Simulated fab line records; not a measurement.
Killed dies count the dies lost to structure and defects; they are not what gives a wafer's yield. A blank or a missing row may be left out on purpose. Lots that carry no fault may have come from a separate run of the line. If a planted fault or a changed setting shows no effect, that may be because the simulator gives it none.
Which tool is to blame? :: flow nandHarc :: 24 lots with 72 wafers sampled at 2 steps, on a route of 1302 steps

WHAT EACH GAUGE READ, for each wafer
NHARC_P_M1_CD_MEAS_09: target cd 130 nm. Usual: cdNm at 129.5 nm, with a standard deviation of 0.75.
lot: L074
measured: day 6 02:12
on: cdSem-02
cdNm (nm): 128.7 128.6 129.4
flag: 

lot: L075
measured: day 6 16:16
on: cdSem-02
cdNm (nm): 129.0 128.8 128.9
flag: 

lot: L076
measured: day 6 21:22
on: cdSem-03
cdNm (nm): 128.8 130.2 130.4
flag: 

lot: L077
measured: day 7 11:43
on: cdSem-02
cdNm (nm): 129.8 131.1 129.1
flag: 

lot: L078
measured: day 7 21:25
on: cdSem-02
cdNm (nm): 129.4 129.7 130.3
flag: 

lot: L079
measured: day 8 03:56
on: cdSem-02
cdNm (nm): 128.9 129.8 130.1
flag: 

lot: L080
measured: day 8 20:44
on: cdSem-02
cdNm (nm): 128.5 130.4 130.1
flag: 

lot: L081
measured: day 9 01:14
on: cdSem-02
cdNm (nm): 130.1 130.8 130.9
flag: 

lot: L082
measured: day 9 17:56
on: cdSem-01
cdNm (nm): 130.6 129.2 128.9
flag: 

lot: L083
measured: day 10 02:21
on: cdSem-01
cdNm (nm): 129.0 130.6 130.1
flag: 

lot: L084
measured: day 10 21:01
on: cdSem-01
cdNm (nm): 129.2 129.4 128.8
flag: 

lot: L085
measured: day 11 04:23
on: cdSem-01
cdNm (nm): 129.2 130.3 128.0
flag: 

lot: L086
measured: day 11 05:22
on: cdSem-02
cdNm (nm): 130.0 127.8 130.4
flag: 

lot: L087
measured: day 12 09:20
on: cdSem-02
cdNm (nm): 130.1 128.8 129.4
flag: 

lot: L088
measured: day 12 10:13
on: cdSem-03
cdNm (nm): 130.2 128.2 129.0
flag: 

lot: L090
measured: day 12 20:14
on: cdSem-01
cdNm (nm): 128.5 129.5 128.1
flag: 

lot: L089
measured: day 12 20:59
on: cdSem-01
cdNm (nm): 130.0 130.5 129.2
flag: 

lot: L091
measured: day 13 04:10
on: cdSem-02
cdNm (nm): 129.5 128.7 128.9
flag: 

lot: L092
measured: day 13 17:22
on: cdSem-02
cdNm (nm): 130.4 129.0 128.8
flag: 

lot: L093
measured: day 14 06:32
on: cdSem-03
cdNm (nm): 128.8 130.3 128.9
flag: 

lot: L094
measured: day 14 14:52
on: cdSem-01
cdNm (nm): 130.2 130.3 130.6
flag: 

lot: L096
measured: day 15 11:53
on: cdSem-03
cdNm (nm): 130.3 130.6 130.4
flag: 

lot: L095
measured: day 15 12:29
on: cdSem-03
cdNm (nm): 128.8 130.3 129.5
flag: 

lot: L097
measured: day 15 22:13
on: cdSem-03
cdNm (nm): 129.8 128.8 130.4
flag: 

NHARC_P_M1_INSPECT_11. Usual: rawDefectCount at 4.7, with a standard deviation of 2.6.
lot: L074
measured: day 6 02:19
on: defectInspect-02
rawDefectCount: 7 1 5
flag: 

lot: L075
measured: day 6 16:23
on: defectInspect-02
rawDefectCount: 2 3 3
flag: 

lot: L076
measured: day 6 21:29
on: defectInspect-01
rawDefectCount: 2 5 4
flag: 

lot: L077
measured: day 7 11:50
on: defectInspect-02
rawDefectCount: 4 3 8
flag: 

lot: L078
measured: day 7 21:32
on: defectInspect-02
rawDefectCount: 4 8 5
flag: 

lot: L079
measured: day 8 04:04
on: defectInspect-01
rawDefectCount: 7 2 5
flag: 

lot: L080
measured: day 8 20:51
on: defectInspect-01
rawDefectCount: 9 5 10
flag: 

lot: L081
measured: day 9 01:22
on: defectInspect-02
rawDefectCount: 2 5 1
flag: 

lot: L082
measured: day 9 18:04
on: defectInspect-01
rawDefectCount: 4 6 5
flag: 

lot: L083
measured: day 10 02:29
on: defectInspect-02
rawDefectCount: 3 4 2
flag: 

lot: L084
measured: day 10 21:09
on: defectInspect-01
rawDefectCount: 4 1 5
flag: 

lot: L085
measured: day 11 04:31
on: defectInspect-02
rawDefectCount: 2 6 10
flag: 

lot: L086
measured: day 11 05:29
on: defectInspect-01
rawDefectCount: 3 5 9
flag: 

lot: L087
measured: day 12 09:27
on: defectInspect-02
rawDefectCount: 7 2 3
flag: 

lot: L088
measured: day 12 10:20
on: defectInspect-02
rawDefectCount: 0 3 4
flag: 

lot: L090
measured: day 12 20:21
on: defectInspect-02
rawDefectCount: 7 4 5
flag: 

lot: L089
measured: day 12 21:06
on: defectInspect-01
rawDefectCount: 6 5 9
flag: 

lot: L091
measured: day 13 04:17
on: defectInspect-02
rawDefectCount: 5 4 3
flag: 

lot: L092
measured: day 13 17:29
on: defectInspect-01
rawDefectCount: 3 3 3
flag: 

lot: L093
measured: day 14 06:40
on: defectInspect-02
rawDefectCount: 3 4 3
flag: 

lot: L094
measured: day 14 14:59
on: defectInspect-02
rawDefectCount: 6 11 1
flag: 

lot: L096
measured: day 15 12:01
on: defectInspect-01
rawDefectCount: 10 7 6
flag: 

lot: L095
measured: day 15 12:37
on: defectInspect-02
rawDefectCount: 6 10 5
flag: 

lot: L097
measured: day 15 22:20
on: defectInspect-02
rawDefectCount: 12 6 4
flag: 

TOOL THAT RAN EACH LOT (tool first, then ch and the chambers of the sampled wafers, then the start)
No process step before these readings appears in the record.

WHAT THE TOOLS THEMSELVES READ (means of the sampled wafers that have a number; where no wafer has one, the mark that the record gives instead)
The record holds no such reading with a usual standard deviation.

THE ANSWER, worked out from the rows above alone
Rule: a lot counts as off when the mean over its wafers that have a number is more than 3 standard deviations away from the usual mean. Also off: a lot with no number at a reading for which 4 or more lots have one. All remaining lots with rows at the step are treated as sound. Order of review: gauges by route order, followed by the tools' own readings, for which a lot's mean as printed above is used. At the first step where some lot is off, the reading lying furthest off is the one used; lots without a number count as furthest.
Nothing can be told from this: no lot is off at any reading shown.

WHAT THE SIMULATOR HAD PUT IN
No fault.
